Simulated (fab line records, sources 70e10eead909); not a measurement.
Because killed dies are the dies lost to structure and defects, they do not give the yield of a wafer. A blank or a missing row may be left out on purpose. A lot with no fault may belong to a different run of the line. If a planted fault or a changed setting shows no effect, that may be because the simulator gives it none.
fab line records	flow nand_harc
[record] lots = 6	wafers = 17	last_day = 24
route steps=1159 shown A_BONDPAD@1082 HYBRID_BOND@1094 END@1159
lots with no fault: from the same line, run without faults
start_h: hours from the record's first day to the start of the lot's first wafer shown	wait_h: hours elapsed since this lot's preceding step	" same as the row above	L1.1+2: one row covering several wafers at once	- value missing, or start not given	* or withheld: withheld	< > ~ a bound
route shown NAME@n: NAME is a module with steps in the file, n the number in the route of the first one	usual: average and standard deviation across the fault-free wafers	same: alike in all rows	chamber/n: place in a boat	sites: per-site readings	_std_site: standard deviation across them	_edge_site: inner sites' mean taken away from outer sites' mean	radius_mm: for every site, how far away it sits from the centre of the wafer	mask NAME#n: copy n	behind: the tool/chamber that last shaped the wafer	hold: reason for holding the lot/hours on hold/outcome of the hold	device: transistor that didn't switch, given as n, p or np	end of line: at the end of the route, the tests of the same wafers	step lacking rows: just its recipe	killed: dies lost to structure and defects at the first sort, not the wafer's yield	map: dies across one wafer; x = killed, . = not, _ = none there
set.NAME: the setting as run; set.NAME@STEP: as run at that earlier step	model.NAME: the simulator's own value behind a step, which no gauge read
a table for each step, a row for each wafer; lots at some steps of the route
services: from which hour (start_h, from the record's first day; less than 0 if before it) a tool's chamber was out of use, for how many hours, and why
[[steps]]
[step NHARC_A_BONDPAD_DEGAS_25]
[recipe] temp_c = 300	time_s = 60
[step NHARC_A_BONDPAD_PRE_CLEAN_26]
[recipe] time_s = 30	temp_c = 280	gas = H2/He
[usual] heater_power_w = 398/22
lot.wafer	tool	chamber	start_h	wait_h	heater_power_w
L485.1	pvd_sputter-02	-	-	-	383
L485.4	"	-	"	"	382
L485.5	"	-	"	"	417
L490.3	pvd_sputter-02	-	-	-	429
L490.2	"	-	"	"	384
L496.3	pvd_sputter-02	-	-	-	416
L496.4	"	-	"	"	396
L496.1	"	-	"	"	382
L500.2	pvd_sputter-02	-	-	-	386
L500.1	"	-	"	"	398
L500.6	"	-	"	"	425
L502.4	pvd_sputter-02	-	-	-	428
L502.1	"	-	"	"	393
L502.6	"	-	"	"	409
L501.3	pvd_sputter-02	-	-	-	431
L501.2	"	-	"	"	377
L501.6	"	-	"	"	395
[step NHARC_A_BONDPAD_PVD_17]
[recipe] target_thk_a = 50	bias_v = 168.6	power_w = 15000	chamber_pressure_pa = 0.12	time_s = 8.06	substrate_temp_c = 50	material = TaN
[usual] bias_v = 168.6/1.7	throttle_valve_pct = 30.1/1.4
lot.wafer	tool	chamber	start_h	wait_h	bias_v	throttle_valve_pct
L485.1	pvd_sputter-02	-	-	-	166.8	29.7
L485.4	"	-	"	"	168.6	29.0
L485.5	"	-	"	"	167.2	29.6
L490.3	pvd_sputter-02	-	-	-	163.2	32.9
L490.2	"	-	"	"	167.1	29.7
L496.1	pvd_sputter-02	-	-	-	170.0	32.9
L496.4	"	-	"	"	168.6	29.6
L496.3	"	-	"	"	170.8	28.9
L500.1	pvd_sputter-02	-	-	-	168.2	32.8
L500.2	"	-	"	"	167.0	29.0
L500.6	"	-	"	"	166.7	33.2
L502.1	pvd_sputter-02	-	-	-	167.5	29.5
L502.4	"	-	"	"	170.5	32.9
L502.6	"	-	"	"	167.2	28.8
L501.3	pvd_sputter-02	-	-	-	168.0	32.5
L501.2	"	-	"	"	169.3	28.9
L501.6	"	-	"	"	168.1	32.9
[step NHARC_A_BONDPAD_PVD_27]
[recipe] target_thk_a = 300	chamber_pressure_pa = 5	power_w = 5000	substrate_temp_c = 30	time_s = 20.49	material = Cu
[usual] throttle_valve_pct = 29.9/1.4
lot.wafer	tool	chamber	start_h	wait_h	throttle_valve_pct
L485.1	pvd_sputter-02	-	-	-	32.7
L485.4	"	-	"	"	29.7
L485.5	"	-	"	"	29.7
L490.3	pvd_sputter-02	-	-	-	29.6
L490.2	"	-	"	"	29.9
L496.1	pvd_sputter-02	-	-	-	29.6
L496.3	"	-	"	"	30.0
L496.4	"	-	"	"	32.8
L500.1	pvd_sputter-02	-	-	-	29.0
L500.2	"	-	"	"	29.8
L500.6	"	-	"	"	30.0
L502.4	pvd_sputter-02	-	-	-	32.9
L502.1	"	-	"	"	29.6
L502.6	"	-	"	"	29.7
L501.3	pvd_sputter-02	-	-	-	30.0
L501.2	"	-	"	"	28.9
L501.6	"	-	"	"	29.7
[step NHARC_A_BONDPAD_ECD_18]
[recipe] target_thk_a = 4000	bath_temp_c = 25	material = Cu
[step NHARC_A_BONDPAD_ANNEAL_28]
[recipe] temp_c = 225	time_s = 90
[usual] anneal_temp_c = 224.97/0.17	wafer_temp_C_max = 226.12/0.26
lot.wafer	tool	chamber	start_h	wait_h	anneal_temp_c	wafer_temp_C_max
L485.1	rtp_anneal-01	0	448.95	-	225.23	226.55
L485.4	"	0	"	"	225.07	225.70
L485.5	"	0	"	"	224.80	225.89
L490.2	rtp_anneal-01	0	472.09	0.3	224.97	225.87
L490.3	"	0	"	"	224.90	225.71
L496.1	rtp_anneal-01	0	497.98	-	224.87	226.31
L496.3	"	0	"	"	224.95	226.02
L496.4	"	0	"	"	224.75	226.76
L500.1	rtp_anneal-02	0	508.56	0.3	224.76	225.83
L500.2	"	0	"	"	225.07	226.15
L500.6	"	0	"	"	224.84	226.18
L502.1	rtp_anneal-01	0	521.97	0.3	224.86	226.06
L502.4	"	0	"	"	224.72	226.14
L502.6	"	0	"	"	224.72	226.38
L501.2	rtp_anneal-02	0	536.35	-	224.88	226.54
L501.3	"	0	"	"	225.05	225.64
L501.6	"	0	"	"	225.06	226.18
[step NHARC_A_BONDPAD_CMP_19]
[recipe] t_overpolish_s = 30	cu_recess_touch_s = 16	target_thk_nm = 169.8
[usual] motor_current_A = 11.8/1.2	overpolish_run_s = 30.001/0.0091
lot.wafer	tool	chamber	start_h	wait_h	motor_current_A	overpolish_run_s
L485.4	cmp-02	1	449.32	-	11.6	29.998
L485.1	"	2	"	"	10.7	29.988
L485.5	"	0	"	"	10.8	29.992
L490.3	cmp-03	0	472.39	-	11.1	29.999
L490.2	"	2	"	"	11.5	29.982
L496.3	cmp-01	0	498.32	-	13.2	29.992
L496.4	"	2	"	"	13.9	29.995
L496.1	"	3	"	"	9.7	30.002
L500.1	cmp-01	1	508.93	-	12.0	29.998
L500.2	"	3	"	"	9.7	29.991
L500.6	"	1	"	"	12.7	30.001
L502.4	cmp-01	3	522.34	-	9.5	30.002
L502.1	"	0	"	"	13.8	30.014
L502.6	"	3	"	"	9.6	30.004
L501.2	cmp-02	0	536.64	-	10.8	30.009
L501.3	"	1	"	"	11.3	30.008
L501.6	"	1	"	"	11.4	30.004
[step NHARC_A_BONDPAD_THK_MEAS_20]
[recipe] thk_meas_gauge = xrf
[usual] thk_nm = 169.8/1.5
lot.wafer	tool	chamber	start_h	wait_h	thk_nm
L485.1	film_metro-01	-	449.62	-	171.2
L485.4	"	-	"	"	171.4
L485.5	"	-	"	"	168.6
L490.2	film_metro-01	-	472.71	-	170.3
L490.3	"	-	"	"	171.8
L496.1	film_metro-01	-	498.65	-	169.6
L496.3	"	-	"	"	170.2
L496.4	"	-	"	"	169.6
L500.1	film_metro-01	-	509.22	-	167.5
L500.2	"	-	"	"	167.5
L500.6	"	-	"	"	168.6
L502.1	film_metro-02	-	522.63	-	167.7
L502.4	"	-	"	"	169.5
L502.6	"	-	"	"	169.4
L501.2	film_metro-02	-	536.96	-	168.0
L501.3	"	-	"	"	172.8
L501.6	"	-	"	"	172.2
[step NHARC_A_BONDPAD_SRD_21]
[recipe] time_s = 30	temp_c = 23	dry_time_s = 20	spin_rpm = 1500
[step NHARC_A_BONDPAD_INSPECT_23]
[usual] raw_defect_count = 453/120
lot.wafer	tool	chamber	start_h	wait_h	raw_defect_count
L485.1	defect_inspect-01	-	449.86	0.0	717
L485.4	"	-	"	"	876
L485.5	"	-	"	"	770
L490.2	defect_inspect-02	-	472.93	0.0	358
L490.3	"	-	"	"	405
L496.1	defect_inspect-02	-	498.85	0.0	333
L496.3	"	-	"	"	451
L496.4	"	-	"	"	604
L500.1	defect_inspect-02	-	509.46	0.0	474
L500.2	"	-	"	"	460
L500.6	"	-	"	"	339
L502.1	defect_inspect-02	-	522.85	0.0	676
L502.4	"	-	"	"	562
L502.6	"	-	"	"	616
L501.2	defect_inspect-01	-	537.17	0.0	422
L501.3	"	-	"	"	416
L501.6	"	-	"	"	543
[step NHARC_HYBRID_BOND_ACTIVATE_00]
[recipe] time_s = 60	n2_flow_sccm = 200	ar_flow_sccm = 0	bias_power_w = 0	chemistry = N2
[usual] drypump_motor_current_A = 5.9/0.39	oes_product_au = 0.998/0.011	rf_vpp_V = 64.1/0.98	run_length_s = 81.4/0.48	showerhead_plenum_p_Torr = 1.76/0.087
lot.wafer	tool	chamber	start_h	wait_h	drypump_motor_current_A	oes_product_au	rf_hours_counter_h	rf_vpp_V	run_length_s	showerhead_plenum_p_Torr
L485.4	rie_diel-02	3	449.93	0.1	6.0	0.990	11	66.0	81.5	1.85
L485.1	"	1	"	"	6.5	1.002	11	63.9	82.0	1.64
L485.5	"	2	"	"	5.9	1.001	-	63.4	82.0	1.66
L490.3	rie_diel-02	3	472.99	0.1	6.1	0.997	14	65.2	69.9	1.84
L490.2	"	0	"	"	5.3	0.983	13	65.2	81.8	1.83
L496.1	rie_diel-02	2	498.91	0.1	5.9	0.987	17	64.1	82.4	1.66
L496.4	"	3	"	"	6.1	0.978	16	63.3	69.5	1.84
L496.3	"	1	"	"	6.5	0.987	16	63.4	69.7	1.64
L500.2	rie_diel-11	3	509.67	0.2	6.0	0.996	43	63.2	80.8	1.74
L500.1	"	1	"	"	6.3	1.008	45	64.8	82.0	1.82
L500.6	"	3	"	"	5.9	1.004	-	63.5	81.0	1.74
L502.4	rie_diel-11	0	522.93	0.1	5.4	1.004	48	62.8	81.6	1.63
L502.1	"	2	"	"	6.5	1.010	52	65.0	80.5	1.80
L502.6	"	3	"	"	5.9	0.994	-	63.5	81.2	1.74
L501.2	rie_diel-13	0	537.23	0.1	5.6	0.982	26	65.5	81.6	1.87
L501.3	"	3	"	"	5.6	1.000	27	65.7	81.5	1.84
L501.6	"	3	"	"	5.6	0.997	-	65.1	81.1	1.84
[step NHARC_HYBRID_BOND_PRECLEAN_01]
[recipe] time_s = 300	temp_c = 23	chemistry = DIW
[step NHARC_END_SORT_01]
[recipe] temp_c = 25
[usual] defect_limited_yield = 95.2/1.6	killed_at_array = 29/11	killed_at_other = 0.5/0.89	killed_at_periphery = 3.3/2	killed_dies = 32/11	killed_open = 3.1/1.9	killed_short = 2.3/1.6	sort_bin_2_pct = 1.5/0.71	sort_bin_3_pct = 0.30/0.22	sort_bin_4_pct = 3.0/1.1	sort_n_pass = 645/11	sort_rim_yield_pct = 97.3/1.8	sort_yield_pct = 95.2/1.6
[same] gross_dies = 677	sort_bin_5_pct[%] = 0	sort_bin_6_pct[%] = 0	sort_bin_7_pct[%] = 0	sort_bin_8_pct[%] = 0	sort_rim_n_gross = 106.00
lot.wafer	tool	chamber	start_h	wait_h	defect_limited_yield[%]	killed_at_array	killed_at_other	killed_at_periphery	killed_dies	killed_open	killed_short	sort_bin_2_pct[%]	sort_bin_3_pct[%]	sort_bin_4_pct[%]	sort_n_pass	sort_rim_yield_pct[%]	sort_yield_pct[%]
L485.1	prober-01	0	478.38	2.5	94.1	35	0	5	40	4	2	2.7	0.30	3.0	637	95.3	94.1
L485.4	prober-01	0	480.80	3.4	95.4	26	1	4	31	5	1	1.5	0.44	2.7	646	97.2	95.4
L485.5	prober-01	0	481.61	3.7	93.4	38	3	4	45	2	0	2.2	0.59	3.8	632	98.1	93.4
L496.1	prober-02	0	529.97	2.5	96.9	21	0	0	21	1	3	0.4	0.15	2.5	656	98.1	96.9
L496.3	prober-02	0	531.56	3.1	95.7	25	0	4	29	3	9	1.5	0.44	2.4	648	96.2	95.7
L496.4	prober-02	0	532.36	3.4	96.0	24	0	3	27	2	5	1.2	0	2.8	650	97.2	96.0
L502.1	prober-02	0	554.32	2.5	94.2	35	1	3	39	1	1	2.2	1.03	2.5	638	100.0	94.2
L502.4	prober-02	0	556.71	3.4	94.2	36	0	3	39	5	4	1.3	0.30	4.1	638	97.2	94.2
L502.6	prober-02	0	558.31	4.0	94.1	35	0	5	40	7	4	2.5	0.30	3.1	637	98.1	94.1
L501.2	prober-01	0	570.65	2.8	93.5	36	2	6	44	3	2	2.5	0.15	3.8	633	96.2	93.5
L501.3	prober-01	0	571.47	3.1	93.1	44	1	2	47	2	2	1.6	0	5.3	630	93.4	93.1
L501.6	prober-01	0	573.93	4.1	94.1	37	0	3	40	1	0	1.8	0.30	3.8	637	97.2	94.1
// killed by level:class
L485.1 A_CHANNEL_HOLE_D1:chamber_film_flake=15 A_SLIT:chamber_film_flake=13 A_CONTACT:chamber_film_flake=2 P_M1:geometric_particle:open=1 P_M1:geometric_particle:short=1 P_M2:geometric_particle:open=1 A_ONON_D1:geometric_particle:short=1 A_CHANNEL_FILL_D1:geometric_particle:open=1
L485.4 A_CHANNEL_HOLE_D1:chamber_film_flake=9 A_SLIT:chamber_film_flake=9 A_BLC:geometric_particle:open=2 A_STAIRCASE:chamber_film_flake=2 P_M0:geometric_particle:short=1 P_M2:geometric_particle:open=1 A_WL_FILL:geometric_particle:open=1 A_M1:geometric_particle:open=1
L485.5 A_SLIT:chamber_film_flake=18 A_CHANNEL_HOLE_D1:chamber_film_flake=16 A_STAIRCASE:chamber_film_flake=3 THIN_TSV:chamber_film_flake=3 P_M0:chamber_film_flake=2 P_GATE:geometric_particle:open=1 A_BLC:geometric_particle:open=1 P_CONTACT:chamber_film_flake=1
L496.1 A_CHANNEL_HOLE_D1:chamber_film_flake=8 A_STAIRCASE:chamber_film_flake=3 A_BLC:chamber_film_flake=3 A_CONTACT:chamber_film_flake=2 A_CHANNEL_FILL_D1:geometric_particle:short=1 A_SLIT:geometric_particle:open=1 A_CONTACT:geometric_particle:short=1 A_M1:geometric_particle:short=1
L496.3 A_CHANNEL_HOLE_D1:chamber_film_flake=6 A_CONTACT:chamber_film_flake=5 P_M0:geometric_particle:short=3 A_WL_FILL:geometric_particle:short=2 A_STAIRCASE:chamber_film_flake=2 A_BLC:chamber_film_flake=2 P_GATE:geometric_particle:short=1 A_ONON_D1:geometric_particle:short=1
L496.4 A_BLC:chamber_film_flake=7 A_CHANNEL_HOLE_D1:chamber_film_flake=6 A_WL_FILL:geometric_particle:short=3 A_CONTACT:chamber_film_flake=3 A_WL_FILL:chamber_film_flake=2 P_GATE:geometric_particle:short=1 P_GATE:geometric_particle:open=1 A_CONTACT:geometric_particle:open=1
L502.1 A_CHANNEL_HOLE_D1:chamber_film_flake=24 A_CONTACT:chamber_film_flake=7 A_SLIT:chamber_film_flake=2 P_GATE:geometric_particle:short=1 A_M0:geometric_particle:open=1 P_STI:chamber_film_flake=1 P_GATE:chamber_film_flake=1 A_STAIRCASE:chamber_film_flake=1
L502.4 A_CHANNEL_HOLE_D1:chamber_film_flake=21 A_CONTACT:chamber_film_flake=7 A_CHANNEL_FILL_D1:geometric_particle:open=2 P_GATE:geometric_particle:open=1 P_M0:geometric_particle:open=1 A_ONON_D1:geometric_particle:short=1 A_SGD_CUT:geometric_particle:short=1 A_WL_FILL:geometric_particle:short=1
L502.6 A_CHANNEL_HOLE_D1:chamber_film_flake=23 A_WL_FILL:geometric_particle:short=2 A_M1:geometric_particle:open=2 P_STI:chamber_film_flake=2 A_CONTACT:chamber_film_flake=2 P_CONTACT:geometric_particle:open=1 P_M1:geometric_particle:open=1 A_CHANNEL_FILL_D1:geometric_particle:short=1
L501.2 A_SLIT:chamber_film_flake=20 A_CHANNEL_HOLE_D1:chamber_film_flake=5 P_GATE:chamber_film_flake=3 A_WL_FILL:chamber_film_flake=3 A_CONTACT:chamber_film_flake=2 A_STAIRCASE:chamber_film_flake=2 A_BLC:chamber_film_flake=2 P_CONTACT:geometric_particle:open=1
L501.3 A_SLIT:chamber_film_flake=20 A_CHANNEL_HOLE_D1:chamber_film_flake=8 A_STAIRCASE:chamber_film_flake=5 A_BLC:chamber_film_flake=4 A_CONTACT:chamber_film_flake=3 P_CONTACT:geometric_particle:open=1 A_CHANNEL_FILL_D1:geometric_particle:open=1 A_CHANNEL_FILL_D1:geometric_particle:short=1
L501.6 A_SLIT:chamber_film_flake=19 A_CONTACT:chamber_film_flake=7 A_CHANNEL_HOLE_D1:chamber_film_flake=4 P_GATE:chamber_film_flake=3 A_WL_FILL:chamber_film_flake=3 A_STAIRCASE:chamber_film_flake=2 A_CHANNEL_FILL_D1:geometric_particle:open=1 A_BLC:chamber_film_flake=1
[[services]]
tool	chamber	start_h	hours	kind
rie_diel-02	0	427.68	8.7	repair
cmp-01	-	430.68	1.3	repair
rie_diel-02	1	434.83	-	clean
rie_diel-02	2	434.83	-	clean
rie_diel-02	3	434.83	-	clean
cmp-03	-	451.70	4.0	pm
rie_diel-13	-	453.44	9.0	pm
rie_diel-02	0	459.39	-	clean
rie_diel-02	1	459.39	-	clean
rie_diel-02	2	459.39	-	clean
rie_diel-02	3	459.39	-	clean
cmp-01	-	459.42	0.4	repair
pvd_sputter-02	-	462.66	7.2	repair
rie_diel-11	3	473.98	1.2	repair
cmp-01	-	482.73	4.0	pm
rie_diel-02	0	483.89	-	clean
rie_diel-02	1	483.89	-	clean
rie_diel-02	1	484.85	4.3	repair
cmp-01	-	486.73	-	consumable_replace:conditioner
cmp-01	-	486.73	-	consumable_replace:pad
rie_diel-02	-	504.75	9.0	pm
cmp-03	-	516.31	12.8	repair
cmp-02	-	520.85	4.0	pm
rie_diel-13	2	535.28	2.2	repair
[[key]]
[first_sign] step = NHARC_HYBRID_BOND_ACTIVATE_00	reading = run_length_s	direction = down	sigmas = 25	usual = *	struck = *
effect none on later readings
met_at NHARC_HYBRID_BOND_ACTIVATE_00
struck_wafers L490.3,L496.3,L496.4
sort_left_out L490.3
onset_between 449.93 472.99
[fault] kind = process_parameter_drift	tool = rie_diel-02	chamber = -	onset_h = 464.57	steps = NHARC_HYBRID_BOND_ACTIVATE_00	channel = time_s	offset = *	shape = step	end_h = 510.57	scope = struck_wafers_only	acts_in = *	stated = *
// sort_left_out: the simulated sort isn't trusted on such a fault, so these wafers' sort isn't shown, and their yield isn't known
